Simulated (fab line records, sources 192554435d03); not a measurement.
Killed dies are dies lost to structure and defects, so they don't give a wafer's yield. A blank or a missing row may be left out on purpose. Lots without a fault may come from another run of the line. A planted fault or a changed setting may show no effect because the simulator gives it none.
Split-lot experiment | flow n5_finfet | 7 lots, 21 wafers read, on a route of 1938 steps

THE SPLIT
At N5_BEOL_M1_ETCH_64 (etches SOC in N2/H2, target depth 75 nm, overetch 15 nm, time 112.5 s), the setting bias_w was moved away from the recipe's 150 W on 3 of the 21 wafers read, by -15.3% to -7.6%. The other wafers ran this setting at the recipe's value.

The reading is taken at the split's own step.

THE READING
rf_vpp_V, in V, at N5_BEOL_M1_ETCH_64 (etches SOC in N2/H2, target depth 75 nm, overetch 15 nm, time 112.5 s). Fault-free wafers of this fab line usually give 524.5 V, standard deviation 3 V.

wafer  | tool, chamber at the split | bias_w as run, W | against the recipe | rf_vpp_V, V | against lot-mates on the recipe
L074.1 | rie_diel-04, 0             | 150              | recipe             | 526.3       | -
L074.2 | rie_diel-04, 2             | 150              | recipe             | 523.8       | -
L074.3 | rie_diel-04, 1             | 150              | recipe             | 525.8       | -
L076.1 | rie_diel-01, 1             | 150              | recipe             | 523.6       | -
L076.2 | rie_diel-01, 3             | 150              | recipe             | 522.1       | -
L076.4 | rie_diel-01, 0             | 150              | recipe             | 521.3       | -
L078.2 | rie_diel-06, 0             | 150              | recipe             | 525.1       | -
L078.3 | rie_diel-06, 1             | 150              | recipe             | 519.3       | -
L078.6 | rie_diel-06, 0             | 150              | recipe             | 525.9       | -
L082.1 | rie_diel-06, 1             | 150              | recipe             | 518.9       | -
L082.3 | rie_diel-06, 0             | 127.1            | -15.3%             | 473.4       | -50.2
L082.4 | rie_diel-06, 2             | 150              | recipe             | 528.4       | -
L084.2 | rie_diel-01, 1             | 150              | recipe             | 523.8       | -
L084.3 | rie_diel-01, 0             | 137.7            | -8.2%              | 491.9       | -32.0
L084.5 | rie_diel-01, 1             | 150              | recipe             | 524.0       | -
L087.3 | rie_diel-04, 3             | 150              | recipe             | 525.1       | -
L087.4 | rie_diel-04, 0             | 150              | recipe             | 525.7       | -
L087.5 | rie_diel-04, 1             | 150              | recipe             | 525.2       | -
L095.2 | rie_diel-06, 0             | 150              | recipe             | 526.2       | -
L095.4 | rie_diel-06, 3             | 138.6            | -7.6%              | 499.0       | -28.4
L095.5 | rie_diel-06, 2             | 150              | recipe             | 528.6       | -

THE FIT
A straight line over all 21 wafers: rf_vpp_V changes by +3.45 V for each +1% of bias_w; r = +0.98; the points scatter about the line by 2.7 V.
The same after taking each lot's own level away (the mean of its wafers on the recipe; 21 wafers): +3.47 V for each +1%; r = +0.99; scatter 2.3 V.
On that fit, the largest move of bias_w shifts the reading by 53 V.
The lots' own levels span 522.33 to 527.40 V, that is 1.7 times the standard deviation above.
So the lot-to-lot level changes the slope little: the two slopes agree.
Check: with one of the wafers moved furthest among these (-15.3%) left out of the fit, the line predicts -58.4 V for it against its lot-mates. It came out at -50.2 V against them.
Tool readings at the split's step, against how far the setting was moved: rf_vpp_V r = +0.98.

THE WHOLE CHAIN: every reading that the file lists as answering this split, in the file's order
step               | what it does                                                          | reading                                                                          | change (the file's fit)              | r (the file's)
N5_BEOL_M1_ETCH_64 | etches SOC in N2/H2, target depth 75 nm, overetch 15 nm, time 112.5 s | rf_vpp_V                                                                         | +3.48 V for each +1% of the setting  | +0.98
N5_BEOL_M1_ETCH_64 | etches SOC in N2/H2, target depth 75 nm, overetch 15 nm, time 112.5 s | SiARC_of_BEOL_M1_COAT_62.thk_nm (the simulator's own value, which no gauge read) | -0.08 nm for each +1% of the setting | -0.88

THE FILE'S OWN FIT
rf_vpp_V changes by +3.48 V for each +1% of bias_w, r = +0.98.
